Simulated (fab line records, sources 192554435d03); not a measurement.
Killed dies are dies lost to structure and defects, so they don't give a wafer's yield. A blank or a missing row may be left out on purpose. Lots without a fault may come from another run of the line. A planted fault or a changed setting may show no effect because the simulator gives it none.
Split-lot experiment | flow n5_finfet | 7 lots, 21 wafers read, on a route of 1938 steps

THE SPLIT
At N5_DUMMY_GATE_CVD_03 (deposits a-Si from SiH4, target thk 150 nm, time 8042 s), the setting temp_c was moved away from the recipe's 530 C on 15 of the 21 wafers read, by -4.1% to +4.4%. The other wafers ran this setting at the recipe's value.

The reading is taken at the split's own step.

THE READING
a-Si_of_DUMMY_GATE_CVD_03.thk_nm (the simulator's own value, which no gauge read), in nm, at N5_DUMMY_GATE_CVD_03 (deposits a-Si from SiH4, target thk 150 nm, time 8042 s). The file gives no usual value for it. The 6 wafers here that ran the recipe average 148.9 nm, standard deviation 1.2 nm.

wafer  | tool, chamber at the split | temp_c as run, C | against the recipe | a-Si_of_DUMMY_GATE_CVD_03.thk_nm, nm | against lot-mates on the recipe
L076.3 | -, -                       | 552.6            | +4.3%              | 279.8                                | no lot-mate on the recipe
L076.4 | -, -                       | 552.6            | +4.3%              | 279.6                                | no lot-mate on the recipe
L076.6 | -, -                       | 552.6            | +4.3%              | 279                                  | no lot-mate on the recipe
L080.1 | -, -                       | 520.2            | -1.8%              | 113.8                                | no lot-mate on the recipe
L080.3 | -, -                       | 520.2            | -1.8%              | 113                                  | no lot-mate on the recipe
L080.5 | -, -                       | 520.2            | -1.8%              | 114.4                                | no lot-mate on the recipe
L081.1 | lpcvd-02, 1/90             | 530              | recipe             | 148.8                                | -
L081.2 | lpcvd-02, 1/95             | 530              | recipe             | 150.2                                | -
L081.4 | lpcvd-02, 1/104            | 530              | recipe             | 150.6                                | -
L084.2 | -, -                       | 547.9            | +3.4%              | 244                                  | no lot-mate on the recipe
L084.3 | -, -                       | 547.9            | +3.4%              | 244                                  | no lot-mate on the recipe
L084.4 | -, -                       | 547.9            | +3.4%              | 245                                  | no lot-mate on the recipe
L085.1 | -, -                       | 508.4            | -4.1%              | 78                                   | no lot-mate on the recipe
L085.2 | -, -                       | 508.4            | -4.1%              | 77.8                                 | no lot-mate on the recipe
L085.4 | -, -                       | 508.4            | -4.1%              | 78.6                                 | no lot-mate on the recipe
L093.2 | -, -                       | 553.5            | +4.4%              | 281.6                                | no lot-mate on the recipe
L093.3 | -, -                       | 553.5            | +4.4%              | 281.2                                | no lot-mate on the recipe
L093.5 | -, -                       | 553.5            | +4.4%              | 281.8                                | no lot-mate on the recipe
L095.1 | -, -                       | 530              | recipe             | 147                                  | -
L095.2 | -, -                       | 530              | recipe             | 148.6                                | -
L095.5 | -, -                       | 530              | recipe             | 148.2                                | -

THE FIT
A straight line over all 21 wafers: a-Si_of_DUMMY_GATE_CVD_03.thk_nm changes by +25 nm for each +1% of temp_c; r = +0.99; the points scatter about the line by 12 nm.
Too few moved wafers have a lot-mate on the recipe to fit a line with each lot's own level taken away.

THE WHOLE CHAIN: every reading that the file lists as answering this split, in the file's order
step                 | what it does                                            | reading                                                                           | change (the file's fit)              | r (the file's)
N5_DUMMY_GATE_CVD_03 | deposits a-Si from SiH4, target thk 150 nm, time 8042 s | a-Si_of_DUMMY_GATE_CVD_03.thk_nm (the simulator's own value, which no gauge read) | +25 nm for each +1% of the setting   | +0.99
N5_DUMMY_GATE_CMP_04 | polishes a-Si                                           | time_to_endpoint_s                                                                | withheld for each +1% of the setting | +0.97

THE FILE'S OWN FIT
a-Si_of_DUMMY_GATE_CVD_03.thk_nm changes by +25 nm for each +1% of temp_c, r = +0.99.
